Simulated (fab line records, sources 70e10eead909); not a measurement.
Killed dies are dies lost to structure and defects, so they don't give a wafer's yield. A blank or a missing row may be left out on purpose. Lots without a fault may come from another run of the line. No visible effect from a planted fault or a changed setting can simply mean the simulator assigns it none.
Which tool is to blame? :: flow nand-harc :: 36 wafers from 12 lots sampled at 3 of the route's 1302 steps

WHAT THE GAUGES READ, wafer by wafer
NHARC_A_SLIT_INSPECT_11. Usual: raw-defect-count at 53, with a standard deviation of 32.
lot: L294
measured: day 20 03:32
on: defect-inspect-02
raw-defect-count: 80 79 92
flag: 

lot: L299
measured: day 21 19:46
on: defect-inspect-02
raw-defect-count: 60 63 66
flag: 

lot: L297
measured: day 21 22:22
on: defect-inspect-01
raw-defect-count: 105 115 130
flag: 

lot: L298
measured: day 22 05:37
on: defect-inspect-01
raw-defect-count: 57 79 53
flag: 

lot: L300
measured: day 22 11:10
on: defect-inspect-02
raw-defect-count: 32 51 36
flag: 

lot: L301
measured: day 23 03:49
on: defect-inspect-01
raw-defect-count: 33 44 42
flag: 

lot: L304
measured: day 24 01:41
on: defect-inspect-02
raw-defect-count: 77 85 81
flag: 

lot: L307
measured: day 25 13:42
on: defect-inspect-01
raw-defect-count: 81 98 90
flag: 

lot: L310
measured: day 27 08:22
on: defect-inspect-01
raw-defect-count: 27 33 25
flag: 

lot: L312
measured: day 27 21:16
on: defect-inspect-02
raw-defect-count: 18 23 25
flag: 

lot: L313
measured: day 28 11:45
on: defect-inspect-01
raw-defect-count: 25 22 36
flag: 

lot: L315
measured: day 28 17:04
on: defect-inspect-02
raw-defect-count: 15 17 13
flag: 

EACH LOT AND THE TOOL THAT RAN IT (in order: tool; ch and the chambers of the sampled wafers; start)
lot: L294
NHARC_A_SGD_CUT_ETCHBACK_24: rie-diel-11 ch 0,1,2, day 19 21:05
NHARC_A_SLIT_SOFTBAKE_04: litho-track-06 ch 0, day 20 03:00

lot: L299
NHARC_A_SGD_CUT_ETCHBACK_24: rie-diel-11 ch 0,3, day 21 14:06
NHARC_A_SLIT_SOFTBAKE_04: litho-track-01 ch 0, day 21 19:00

lot: L297
NHARC_A_SGD_CUT_ETCHBACK_24: rie-diel-06 ch 0,1,2, day 21 14:10
NHARC_A_SLIT_SOFTBAKE_04: litho-track-04 ch 0, day 21 21:00

lot: L298
NHARC_A_SGD_CUT_ETCHBACK_24: rie-diel-08 ch 1,3, day 21 17:19
NHARC_A_SLIT_SOFTBAKE_04: litho-track-06 ch 0, day 22 05:00

lot: L300
NHARC_A_SGD_CUT_ETCHBACK_24: rie-diel-08 ch 0,1,2, day 22 00:22
NHARC_A_SLIT_SOFTBAKE_04: litho-track-06 ch 0, day 22 10:00

lot: L301
NHARC_A_SGD_CUT_ETCHBACK_24: rie-diel-08 ch 0,1, day 22 22:29
NHARC_A_SLIT_SOFTBAKE_04: litho-track-04 ch 0, day 23 03:00

lot: L304
NHARC_A_SGD_CUT_ETCHBACK_24: rie-diel-06 ch 0,1,3, day 23 18:41
NHARC_A_SLIT_SOFTBAKE_04: litho-track-01 ch 0, day 24 01:00

lot: L307
NHARC_A_SGD_CUT_ETCHBACK_24: rie-diel-11 ch 0,2, day 25 08:14
NHARC_A_SLIT_SOFTBAKE_04: litho-track-06 ch 0, day 25 13:00

lot: L310
NHARC_A_SGD_CUT_ETCHBACK_24: rie-diel-06 ch 0,1,2, day 27 03:10
NHARC_A_SLIT_SOFTBAKE_04: litho-track-04 ch 0, day 27 07:00

lot: L312
NHARC_A_SGD_CUT_ETCHBACK_24: rie-diel-11 ch 0,1, day 27 16:10
NHARC_A_SLIT_SOFTBAKE_04: litho-track-06 ch 0, day 27 20:00

lot: L313
NHARC_A_SGD_CUT_ETCHBACK_24: rie-diel-08 ch 0,2, day 28 06:24
NHARC_A_SLIT_SOFTBAKE_04: litho-track-06 ch 0, day 28 11:00

lot: L315
NHARC_A_SGD_CUT_ETCHBACK_24: rie-diel-11 ch 0,3, day 28 10:45
NHARC_A_SLIT_SOFTBAKE_04: litho-track-04 ch 0, day 28 16:00
- NHARC_A_SGD_CUT_ETCHBACK_24: etches the open film in CH3F/O2, target depth 50 nm, time 92.857 s.
- NHARC_A_SLIT_SOFTBAKE_04: time 55 s.

AS READ BY THE TOOLS THEMSELVES (means over the sampled wafers that have a number; for cases with no such wafer, the mark the record gives instead)
NHARC_A_SGD_CUT_ETCHBACK_24. Usual: for drypump-motor-current-A, 5.7 A with a standard deviation of 0.53; for o2-flow-sccm, 29.99 sccm with a standard deviation of 0.091; for oes-product-au, 0.96 a.u. with a standard deviation of 0.034; for rf-fwd-power-W, 496.4 W with a standard deviation of 1.9; for rf-vpp-V, 244.2 V with a standard deviation of 1.8; for showerhead-plenum-p-Torr, 2.44 Torr with a standard deviation of 0.11; for throttle-valve-pct, 20.664 % with a standard deviation of 0.0084.
lot: L294
tool: rie-diel-11
drypump-motor-current-A (A): 5.9
o2-flow-sccm (sccm): 29.99
oes-product-au (a.u.): 0.93
rf-fwd-power-W (W): 495.0
rf-vpp-V (V): 244.4
showerhead-plenum-p-Torr (Torr): 2.41
throttle-valve-pct (%): 20.664
flag: 

lot: L299
tool: rie-diel-11
drypump-motor-current-A (A): 5.6
o2-flow-sccm (sccm): 30.04
oes-product-au (a.u.): 0.99
rf-fwd-power-W (W): 496.8
rf-vpp-V (V): 245.1
showerhead-plenum-p-Torr (Torr): 2.42
throttle-valve-pct (%): 20.659
flag: 

lot: L297
tool: rie-diel-06
drypump-motor-current-A (A): 5.9
o2-flow-sccm (sccm): 30.00
oes-product-au (a.u.): 1.00
rf-fwd-power-W (W): 495.3
rf-vpp-V (V): 245.4
showerhead-plenum-p-Torr (Torr): 2.54
throttle-valve-pct (%): 20.668
flag: 

lot: L298
tool: rie-diel-08
drypump-motor-current-A (A): 5.8
o2-flow-sccm (sccm): 29.99
oes-product-au (a.u.): 1.00
rf-fwd-power-W (W): 498.4
rf-vpp-V (V): 245.5
showerhead-plenum-p-Torr (Torr): 2.51
throttle-valve-pct (%): 20.674
flag: 

lot: L300
tool: rie-diel-08
drypump-motor-current-A (A): 5.9
o2-flow-sccm (sccm): 29.96
oes-product-au (a.u.): 0.99
rf-fwd-power-W (W): 497.7
rf-vpp-V (V): 243.9
showerhead-plenum-p-Torr (Torr): 2.46
throttle-valve-pct (%): 20.658
flag: 

lot: L301
tool: rie-diel-08
drypump-motor-current-A (A): 5.9
o2-flow-sccm (sccm): 29.95
oes-product-au (a.u.): 0.92
rf-fwd-power-W (W): 496.2
rf-vpp-V (V): 244.4
showerhead-plenum-p-Torr (Torr): 2.50
throttle-valve-pct (%): 20.661
flag: 

lot: L304
tool: rie-diel-06
drypump-motor-current-A (A): 6.0
o2-flow-sccm (sccm): 29.89
oes-product-au (a.u.): 0.96
rf-fwd-power-W (W): 496.6
rf-vpp-V (V): 244.6
showerhead-plenum-p-Torr (Torr): 2.54
throttle-valve-pct (%): 20.663
flag: 

lot: L307
tool: rie-diel-11
drypump-motor-current-A (A): 5.7
o2-flow-sccm (sccm): 29.99
oes-product-au (a.u.): 0.92
rf-fwd-power-W (W): 495.7
rf-vpp-V (V): 244.3
showerhead-plenum-p-Torr (Torr): 2.45
throttle-valve-pct (%): 20.656
flag: 

lot: L310
tool: rie-diel-06
drypump-motor-current-A (A): 5.9
o2-flow-sccm (sccm): 29.97
oes-product-au (a.u.): 0.95
rf-fwd-power-W (W): 494.9
rf-vpp-V (V): 245.8
showerhead-plenum-p-Torr (Torr): 2.54
throttle-valve-pct (%): 20.657
flag: 

lot: L312
tool: rie-diel-11
drypump-motor-current-A (A): 6.5
o2-flow-sccm (sccm): 29.94
oes-product-au (a.u.): 0.93
rf-fwd-power-W (W): 497.2
rf-vpp-V (V): 242.9
showerhead-plenum-p-Torr (Torr): 2.39
throttle-valve-pct (%): 20.658
flag: 

lot: L313
tool: rie-diel-08
drypump-motor-current-A (A): 5.8
o2-flow-sccm (sccm): 29.94
oes-product-au (a.u.): 0.97
rf-fwd-power-W (W): 497.4
rf-vpp-V (V): 243.3
showerhead-plenum-p-Torr (Torr): 2.36
throttle-valve-pct (%): 20.669
flag: 

lot: L315
tool: rie-diel-11
drypump-motor-current-A (A): 5.3
o2-flow-sccm (sccm): 30.10
oes-product-au (a.u.): 0.92
rf-fwd-power-W (W): 497.2
rf-vpp-V (V): 242.5
showerhead-plenum-p-Torr (Torr): 2.36
throttle-valve-pct (%): 20.671
flag: 

NHARC_A_SLIT_SOFTBAKE_04. Usual: heater-power-total-W 188.45 W, standard deviation 0.13; resist-line-temp-C 23.00 C, standard deviation 0.12.
lot: L294
tool: litho-track-06
heater-power-total-W (W): 188.39
resist-line-temp-C (C): 23.08
flag: 

lot: L299
tool: litho-track-01
heater-power-total-W (W): 188.47
resist-line-temp-C (C): 22.86
flag: 

lot: L297
tool: litho-track-04
heater-power-total-W (W): 188.43
resist-line-temp-C (C): 23.00
flag: 

lot: L298
tool: litho-track-06
heater-power-total-W (W): 188.46
resist-line-temp-C (C): 22.92
flag: 

lot: L300
tool: litho-track-06
heater-power-total-W (W): 188.48
resist-line-temp-C (C): 22.99
flag: 

lot: L301
tool: litho-track-04
heater-power-total-W (W): 188.43
resist-line-temp-C (C): 22.92
flag: 

lot: L304
tool: litho-track-01
heater-power-total-W (W): 188.31
resist-line-temp-C (C): 22.99
flag: 

lot: L307
tool: litho-track-06
heater-power-total-W (W): 188.39
resist-line-temp-C (C): 23.13
flag: 

lot: L310
tool: litho-track-04
heater-power-total-W (W): 188.37
resist-line-temp-C (C): 22.93
flag: 

lot: L312
tool: litho-track-06
heater-power-total-W (W): 203.75
resist-line-temp-C (C): 23.04
flag: OFF

lot: L313
tool: litho-track-06
heater-power-total-W (W): 203.71
resist-line-temp-C (C): 23.03
flag: OFF

lot: L315
tool: litho-track-04
heater-power-total-W (W): 188.38
resist-line-temp-C (C): 23.05
flag: 

THE ANSWER, worked out from the rows above alone
Rule: take the mean of a lot's wafers that have a number; if it is more than 3 standard deviations from the usual mean, the lot is off. Also off: a lot with no number at a reading for which 4 or more lots have one. Any other lot the step has rows for is counted as sound. Order of review: gauges by route order, followed by the tools' own readings, for which a lot's mean as printed above is used. The first step at which some lot is off is used, and at that step the reading that is off furthest; a lot without a number counts as furthest.
Off, at NHARC_A_SLIT_SOFTBAKE_04 on heater-power-total-W: L312, L313.
If a tool, at that step or one of the process steps before it, ran each lot that is off and ran no sound lot following the first of them, it fits. One fits: litho-track-06 at NHARC_A_SLIT_SOFTBAKE_04. A fault onset in the window from L307 (day 25 13:00, its last sound lot) to L312 (day 27 20:00, its first lot off) fits.
On the lots that are off, the tool's own readings at NHARC_A_SLIT_SOFTBAKE_04 differ by more than 5 times the standard deviation of the sound lots' means, which bears it out; heater-power-total-W reads 203.73 W there versus 188.41 W on the sound lots.

WHAT WAS PUT IN BY THE SIMULATOR
Drift in process parameters on litho-track-06 at NHARC_A_SLIT_SOFTBAKE_04, starting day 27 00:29. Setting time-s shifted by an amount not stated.
Shown lots that were struck: L312, L313. The rule above reached the same finding.
